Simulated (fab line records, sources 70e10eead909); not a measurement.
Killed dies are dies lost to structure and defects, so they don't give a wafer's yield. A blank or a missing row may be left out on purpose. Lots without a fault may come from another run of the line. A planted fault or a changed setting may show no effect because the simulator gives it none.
A struck lot beside a sound one | flow nand_harc | 14 steps out of a route of 1159
Sound: wafers L858.2, L858.3, L858.6. Struck: wafer L863.2. (L863.1, L863.5 of the same lot were not struck and are left out.) The cause comes at the end.
At each step with rows: each side's tool, then ch and its chambers, then its first start. Under that, the readings that differ: sound wafers | struck wafers | difference of the means | sigmas: that difference in standard deviations of wafers without a fault.
alike: readings whose means differ by less than 2 such deviations, and words and numbers that are the same on both sides. not compared: withheld readings, readings that some wafer has no value for, bounds like >300 that may hide the same value, and numbers for which the record gives no deviation and whose values overlap.
The two part at a step that has a row with sigmas, a row that says differs or no value, or rows on one side only. Numbers that don't overlap but have no deviation are shown without sigmas and don't part them. A reading that every wafer of one side lacks parts them only if that side has two wafers or more.

first, 7 steps without rows for these wafers: NHARC_A_STAIRCASE_COAT_211; NHARC_A_STAIRCASE_SOFTBAKE_212 (time 170 s); NHARC_A_STAIRCASE_EBR_213; NHARC_A_STAIRCASE_EXPOSE_214 (exposes mask STAIR 3); NHARC_A_STAIRCASE_PEB_215 (peb time 130 s); NHARC_A_STAIRCASE_DEVELOP_216 (time 140 s); NHARC_A_STAIRCASE_HARDBAKE_218 (time 140 s).
NHARC_A_STAIRCASE_DESCUM_219: chemistry O2, time 3 s.
  sound on rie_diel-02 ch 0,1,2, day 11 13:51; struck on rie_diel-02 ch 1, day 13 00:04
  alike: drypump_motor_current_A, oes_product_au, rf_vpp_V, showerhead_plenum_p_Torr, throttle_valve_pct
  not compared: rf_hours_counter_h
NHARC_A_STAIRCASE_TRIM_220: chemistry O2, time 211.2 s.
  sound on rie_diel-02 ch 2,3, day 11 13:55; struck on rie_diel-02 ch 3, day 13 00:10
  alike: drypump_motor_current_A, oes_product_au, rf_vpp_V, showerhead_plenum_p_Torr, throttle_valve_pct
  not compared: rf_hours_counter_h
NHARC_A_STAIRCASE_ETCH_221: etches the open film in C4F8/O2, target depth 100 nm, time 40.5 s.
  sound on rie_diel-02 ch 0,1,2; struck on rie_diel-02 ch 2
  alike: bias_w, oes_product_au, rf_vpp_V
  not compared: rf_hours_counter_h
NHARC_A_STAIRCASE_TRIM_222: chemistry O2, time 211.2 s.
  sound on rie_diel-02 ch 0,1,2; struck on rie_diel-02 ch 0
  alike: drypump_motor_current_A, oes_product_au, rf_vpp_V, showerhead_plenum_p_Torr, throttle_valve_pct
  not compared: rf_hours_counter_h
NHARC_A_STAIRCASE_ETCH_223: etches the open film in C4F8/O2, target depth 100 nm, time 40.5 s.
  sound on rie_diel-02 ch 0,2, day 11 14:19; struck on rie_diel-02 ch 0, day 13 00:32
  reading               | sound             | struck | difference | sigmas
  oes_product_au (a.u.) | 0.962 0.955 0.954 | 0.800  | -0.157     | -12
  alike: bias_w, rf_vpp_V
  not compared: rf_hours_counter_h
NHARC_A_STAIRCASE_TRIM_224: chemistry O2, time 211.2 s.
  sound on rie_diel-02 ch 0,1,3; struck on rie_diel-02 ch 1
  reading                | sound                | struck | difference | sigmas
  throttle_valve_pct (%) | 17.046 17.039 17.061 | 17.028 | -0.021     | -3
  alike: drypump_motor_current_A, oes_product_au, rf_vpp_V, showerhead_plenum_p_Torr
  not compared: rf_hours_counter_h
-- the record jumps here: 8 days lie between the struck wafers' starts before and after (it left off in module A_STAIRCASE and takes up again in module END, whose first step shown is number 1159 of the route) --
NHARC_END_SORT_01:
  the record has rows for the struck wafers here (prober-01 ch 0, day 21 11:52) and none for the sound ones

WHERE THEY PART
First at NHARC_A_STAIRCASE_ETCH_223; last, within this record, at NHARC_END_SORT_01.

WHY: what the simulator had put in
Process parameter drift: rie_diel-02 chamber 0, from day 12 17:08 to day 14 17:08, at NHARC_A_STAIRCASE_ETCH_223. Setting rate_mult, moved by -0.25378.
